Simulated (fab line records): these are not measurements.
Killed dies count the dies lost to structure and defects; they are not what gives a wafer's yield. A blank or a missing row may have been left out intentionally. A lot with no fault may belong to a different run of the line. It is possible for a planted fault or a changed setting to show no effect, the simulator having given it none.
The tool behind it: which one? + flow n5_finfet + 9 lots with 27 wafers sampled at 6 steps, on a route of 1938 steps

WHAT EACH GAUGE READ, for each wafer
N5_SDB_INSPECT_13: inspects for defects (brightfield). Usual: raw_defect_count 72, standard deviation 28.
| lot  | measured    | on                | raw_defect_count | flag |
|------|-------------|-------------------|------------------|------|
| L641 | day 4 13:07 | defect_inspect-02 | 76 73 52         |      |
| L642 | day 4 18:43 | defect_inspect-01 | 30 71 144        |      |
| L646 | day 5 18:47 | defect_inspect-01 | 63 27 42         |      |
| L648 | day 6 05:53 | defect_inspect-02 | 64 46 75         |      |
| L649 | day 6 11:45 | defect_inspect-01 | 65 75 70         |      |
| L654 | day 7 16:55 | defect_inspect-02 | 656 78 111       | OFF  |
| L659 | day 9 05:22 | defect_inspect-02 | 77 49 95         |      |
| L660 | day 9 17:17 | defect_inspect-01 | 68 58 93         |      |
| L661 | day 9 18:10 | defect_inspect-01 | 39 72 143        |      |

N5_BEOL_M4_RC_MEAS_101. Usual: DIBL_N 36.6 mV/V, standard deviation 1.3; DIBL_P 36.4 mV/V, standard deviation 1.4; IOFF_N 0.167 nA/um, standard deviation 0.023; IOFF_P 0.219 nA/um, standard deviation 0.029; ION_N 678 uA/um, standard deviation 8.7; ION_P 464 uA/um, standard deviation 6.4; SS_N 71.5 mV/dec, standard deviation 0.53; SS_P 73.4 mV/dec, standard deviation 0.57; VT_N 248.5 mV, standard deviation 2.8; VT_P -249 mV, standard deviation 3.1.
| lot  | measured     | on        | DIBL_N (mV/V)  | DIBL_P (mV/V)  | IOFF_N (nA/um)    | IOFF_P (nA/um)    | ION_N (uA/um) | ION_P (uA/um) | SS_N (mV/dec)  | SS_P (mV/dec)  | VT_N (mV)         | VT_P (mV)      | flag |
|------|--------------|-----------|----------------|----------------|-------------------|-------------------|---------------|---------------|----------------|----------------|-------------------|----------------|------|
| L641 | day 9 01:15  | prober-02 | 35.6 37.3 36.9 | 34.5 36.0 36.0 | 0.152 0.181 0.180 | 0.219 0.244 0.244 | 676 685 679   | 470 472 468   | 71.3 71.9 71.7 | 73.5 73.3 73.9 | 247.8 246.9 249.0 | -246 -247 -245 |      |
| L642 | day 9 10:55  | prober-02 | 37.2 37.2 39.4 | 36.1 35.8 38.8 | 0.166 0.158 0.219 | 0.233 0.233 0.279 | 688 691 702   | 471 470 477   | 71.8 71.2 71.9 | 73.2 73.9 74.0 | 247.2 246.0 242.7 | -245 -245 -246 |      |
| L646 | day 11 14:48 | prober-02 | 35.0 37.0 37.8 | 34.1 36.9 37.1 | 0.133 0.166 0.169 | 0.192 0.239 0.238 | 666 681 669   | 462 471 459   | 70.6 71.8 71.9 | 72.9 73.5 73.4 | 252.4 247.1 250.5 | -249 -247 -246 |      |
| L648 | day 12 19:20 | prober-01 | 34.9 36.6 34.6 | 34.7 36.5 34.2 | 0.144 0.170 0.131 | 0.182 0.208 0.178 | 674 669 665   | 460 458 461   | 71.2 71.6 70.7 | 72.9 73.3 72.7 | 250.8 247.6 249.1 | -253 -249 -251 |      |
| L649 | day 11 14:51 | prober-01 | 34.9 34.1 34.5 | 36.0 34.6 35.8 | 0.157 0.154 0.158 | 0.243 0.216 0.238 | 675 678 681   | 467 468 472   | 71.3 71.1 71.1 | 73.4 72.9 73.4 | 252.5 248.4 249.7 | -242 -246 -247 |      |
| L654 | day 14 05:10 | prober-01 | 36.7 36.8 35.3 | 35.2 37.2 35.2 | 0.151 0.157 0.133 | 0.167 0.193 0.169 | 675 674 665   | 448 460 453   | 72.3 71.7 71.6 | 73.0 73.3 72.5 | 250.5 248.2 251.8 | -255 -254 -252 |      |
| L659 | day 15 15:37 | prober-01 | 37.1 37.7 36.9 | 39.1 38.4 38.3 | 0.171 0.176 0.168 | 0.247 0.233 0.222 | 674 675 678   | 463 465 466   | 72.1 72.4 71.7 | 73.3 73.7 73.8 | 249.8 250.0 252.3 | -248 -248 -251 |      |
| L660 | day 15 22:28 | prober-01 | 38.3 37.2 37.2 | 39.0 36.4 36.5 | 0.231 0.193 0.188 | 0.281 0.235 0.234 | 704 689 690   | 477 468 468   | 71.8 71.3 71.6 | 74.7 74.4 73.3 | 242.5 245.3 245.2 | -245 -249 -250 |      |
| L661 | day 15 15:25 | prober-02 | 36.2 36.1 35.8 | 37.2 36.6 36.3 | 0.160 0.153 0.151 | 0.197 0.182 0.179 | 679 676 679   | 461 457 460   | 71.8 71.3 70.9 | 72.2 72.6 72.6 | 248.6 251.2 250.6 | -252 -250 -252 |      |

EACH LOT AND THE TOOL THAT RAN IT (in order: tool; ch and the chambers of the sampled wafers; start)
| lot  | N5_SD_EPI_P_ETCH_47               | N5_SD_EPI_P_ETCH_16               | N5_ILD0_CMP_07               | N5_SDB_HM_DEP_00               |
|------|-----------------------------------|-----------------------------------|------------------------------|--------------------------------|
| L641 | rie_diel-06 ch 0,3, day 4 01:29   | rie_diel-06 ch 0,3, day 4 01:35   | cmp-04 ch 0,1,2, day 4 09:07 | pecvd-01 ch 0,1,2, day 4 12:36 |
| L642 | rie_diel-03 ch 1,2,3, day 4 07:46 | rie_diel-03 ch 1,2,3, day 4 07:52 | cmp-04 ch 1,2,3, day 4 14:46 | pecvd-03 ch 0,1, day 4 18:20   |
| L646 | rie_diel-03 ch 0,2,3, day 5 08:01 | rie_diel-03 ch 0,2,3, day 5 08:07 | cmp-01 ch 0,2,3, day 5 14:43 | pecvd-02 ch 0,1, day 5 18:17   |
| L648 | rie_diel-02 ch 2,3, day 5 18:57   | rie_diel-02 ch 2,3, day 5 19:03   | cmp-02 ch 2,3, day 6 01:40   | pecvd-03 ch 0,1,2, day 6 05:22 |
| L649 | rie_diel-02 ch 0,1,2, day 5 23:43 | rie_diel-02 ch 0,1,2, day 5 23:49 | cmp-04 ch 0,1,3, day 6 07:38 | pecvd-02 ch 0,1, day 6 11:14   |
| L654 | rie_diel-03 ch 1,3, day 7 06:05   | rie_diel-03 ch 1,3, day 7 06:11   | cmp-02 ch 2,3, day 7 12:53   | pecvd-02 ch 1,2, day 7 16:25   |
| L659 | rie_diel-02 ch 0,2,3, day 8 18:27 | rie_diel-02 ch 0,2,3, day 8 18:33 | cmp-01 ch 1,2,3, day 9 01:32 | pecvd-03 ch 0,1,2, day 9 05:01 |
| L660 | rie_diel-02 ch 1,3, day 8 22:02   | rie_diel-02 ch 1,3, day 8 22:08   | cmp-04 ch 0,2,3, day 9 13:23 | pecvd-01 ch 0,1, day 9 16:53   |
| L661 | rie_diel-02 ch 0,2, day 8 23:23   | rie_diel-02 ch 0,2, day 8 23:29   | cmp-02 ch 0,1,2, day 9 14:16 | pecvd-03 ch 0,1,2, day 9 17:47 |
- N5_SD_EPI_P_ETCH_47: etches SiOCN in CH3F/O2, target depth 25 nm.
- N5_SD_EPI_P_ETCH_16: etches SiO2 in CHF3/O2, target depth 5 nm.
- N5_ILD0_CMP_07: polishes SiO2 flowable, stops on poly-Si, t overpolish 1.18 s, target thk 138.88 nm.
- N5_SDB_HM_DEP_00: deposits SiNx from SiH4/NH3/N2, target thk 40 nm, time 35.3 s.

AS READ BY THE TOOLS THEMSELVES (means over the sampled wafers that have a number; for cases with no such wafer, the mark the record gives instead)
N5_SD_EPI_P_ETCH_47. Usual: drypump_motor_current_A 5.7 A, standard deviation 0.43; oes_o_777_au 0.81 a.u., standard deviation 0.097; oes_product_au 0.80 a.u., standard deviation 0.1; rf_vpp_V 126.8 V, standard deviation 1.3; showerhead_plenum_p_Torr 1.99 Torr, standard deviation 0.071; throttle_valve_pct 16.36 %, standard deviation 0.22.
| lot  | tool        | drypump_motor_current_A (A) | oes_o_777_au (a.u.) | oes_product_au (a.u.) | rf_vpp_V (V) | showerhead_plenum_p_Torr (Torr) | throttle_valve_pct (%) | flag |
|------|-------------|-----------------------------|---------------------|-----------------------|--------------|---------------------------------|------------------------|------|
| L641 | rie_diel-06 | 5.3                         | 0.70                | 0.69                  | 126.2        | 1.99                            | 16.53                  |      |
| L642 | rie_diel-03 | 5.6                         | 0.72                | 0.71                  | 127.3        | 1.95                            | 16.45                  |      |
| L646 | rie_diel-03 | 5.2                         | 0.75                | 0.75                  | 127.3        | 1.91                            | 16.35                  |      |
| L648 | rie_diel-02 | 5.9                         | 0.80                | 0.80                  | 127.0        | 1.99                            | 16.52                  |      |
| L649 | rie_diel-02 | 6.0                         | 0.91                | 0.90                  | 127.3        | 2.04                            | 16.18                  |      |
| L654 | rie_diel-03 | 5.7                         | 0.88                | 0.88                  | 128.4        | 2.11                            | 16.17                  |      |
| L659 | rie_diel-02 | 5.8                         | 0.83                | 0.81                  | 126.6        | 2.00                            | 16.40                  |      |
| L660 | rie_diel-02 | 6.1                         | 0.86                | 0.86                  | 126.9        | 2.01                            | 16.26                  |      |
| L661 | rie_diel-02 | 5.7                         | 0.87                | 0.87                  | 125.4        | 2.01                            | 16.26                  |      |

N5_SD_EPI_P_ETCH_16. Usual: drypump_motor_current_A 5.7 A, standard deviation 0.43; oes_o_777_au 0.81 a.u., standard deviation 0.097; oes_product_au 0.80 a.u., standard deviation 0.1; rf_vpp_V 522 V, standard deviation 3.8; showerhead_plenum_p_Torr 2.40 Torr, standard deviation 0.082; throttle_valve_pct 18.95 %, standard deviation 0.21.
| lot  | tool        | drypump_motor_current_A (A) | oes_o_777_au (a.u.) | oes_product_au (a.u.) | rf_vpp_V (V) | showerhead_plenum_p_Torr (Torr) | throttle_valve_pct (%) | flag |
|------|-------------|-----------------------------|---------------------|-----------------------|--------------|---------------------------------|------------------------|------|
| L641 | rie_diel-06 | 5.3                         | 0.70                | 0.69                  | 519          | 2.39                            | 19.09                  |      |
| L642 | rie_diel-03 | 5.6                         | 0.71                | 0.71                  | 524          | 2.35                            | 19.03                  |      |
| L646 | rie_diel-03 | 5.2                         | 0.76                | 0.76                  | 523          | 2.31                            | 18.92                  |      |
| L648 | rie_diel-02 | 5.9                         | 0.80                | 0.80                  | 520          | 2.40                            | 19.12                  |      |
| L649 | rie_diel-02 | 6.0                         | 0.91                | 0.89                  | 522          | 2.45                            | 18.78                  |      |
| L654 | rie_diel-03 | 5.7                         | 0.87                | 0.88                  | 531          | 2.54                            | 18.78                  |      |
| L659 | rie_diel-02 | 5.8                         | 0.83                | 0.82                  | 520          | 2.41                            | 19.00                  |      |
| L660 | rie_diel-02 | 6.1                         | 0.86                | 0.86                  | 519          | 2.42                            | 18.88                  |      |
| L661 | rie_diel-02 | 5.8                         | 0.87                | 0.86                  | 520          | 2.42                            | 18.85                  |      |

N5_ILD0_CMP_07. Usual: motor_current_A 11.6 A, standard deviation 1.4; platen_rpm 51.79 rpm, standard deviation 0.031.
| lot  | tool   | motor_current_A (A) | platen_rpm (rpm) | flag |
|------|--------|---------------------|------------------|------|
| L641 | cmp-04 | 11.7                | 51.80            |      |
| L642 | cmp-04 | 12.1                | 51.80            |      |
| L646 | cmp-01 | 10.5                | 51.79            |      |
| L648 | cmp-02 | 11.2                | 51.75            |      |
| L649 | cmp-04 | 12.5                | 51.77            |      |
| L654 | cmp-02 | 11.4                | 51.81            |      |
| L659 | cmp-01 | 11.5                | 51.83            |      |
| L660 | cmp-04 | 12.8                | 51.81            |      |
| L661 | cmp-02 | 12.5                | 51.80            |      |

N5_SDB_HM_DEP_00. Usual: heater_power_outer_w 456 W, standard deviation 72; heater_power_w 751 W, standard deviation 90; showerhead_plenum_p_Torr 5.14 Torr, standard deviation 0.093; throttle_valve_pct 40.3 %, standard deviation 2.2.
| lot  | tool     | heater_power_outer_w (W) | heater_power_w (W) | showerhead_plenum_p_Torr (Torr) | throttle_valve_pct (%) | flag |
|------|----------|--------------------------|--------------------|---------------------------------|------------------------|------|
| L641 | pecvd-01 | 502                      | 799                | 5.22                            | 40.7                   |      |
| L642 | pecvd-03 | 405                      | 690                | 5.03                            | 39.7                   |      |
| L646 | pecvd-02 | 453                      | 710                | 5.18                            | 42.9                   |      |
| L648 | pecvd-03 | 417                      | 714                | 5.04                            | 39.2                   |      |
| L649 | pecvd-02 | 401                      | 668                | 5.11                            | 42.3                   |      |
| L654 | pecvd-02 | 503                      | 767                | 5.23                            | 41.5                   |      |
| L659 | pecvd-03 | 386                      | 667                | 5.04                            | 39.3                   |      |
| L660 | pecvd-01 | 482                      | 793                | 5.23                            | 42.1                   |      |
| L661 | pecvd-03 | 395                      | 689                | 5.04                            | 39.4                   |      |

THE ANSWER, worked out from the rows above alone
Rule: take the mean of a lot's wafers that have a number; if it is more than 3 standard deviations from the usual mean, the lot is off. A lot without any number at a reading at which 4 lots or more have one is off too. The other lots that the step has rows for count as sound. The gauges are gone through in route order, then the tools' own readings, and for those a lot's mean is taken as printed above. At the first step where some lot is off, the reading lying furthest off is the one used; lots without a number count as furthest.
Off: L654, at N5_SDB_INSPECT_13 (raw_defect_count).
A tool fits if, at a process step before that reading, it ran every lot that is off, and no sound lot after the first of them. Those tools and the gauges at N5_SDB_INSPECT_13 are tried in the same way. 2 tools fit, rie_diel-03 at N5_SD_EPI_P_ETCH_47 and N5_SD_EPI_P_ETCH_16 and pecvd-02 at N5_SDB_HM_DEP_00, so this cannot tell which one it is.

WHAT WAS PUT IN BY THE SIMULATOR
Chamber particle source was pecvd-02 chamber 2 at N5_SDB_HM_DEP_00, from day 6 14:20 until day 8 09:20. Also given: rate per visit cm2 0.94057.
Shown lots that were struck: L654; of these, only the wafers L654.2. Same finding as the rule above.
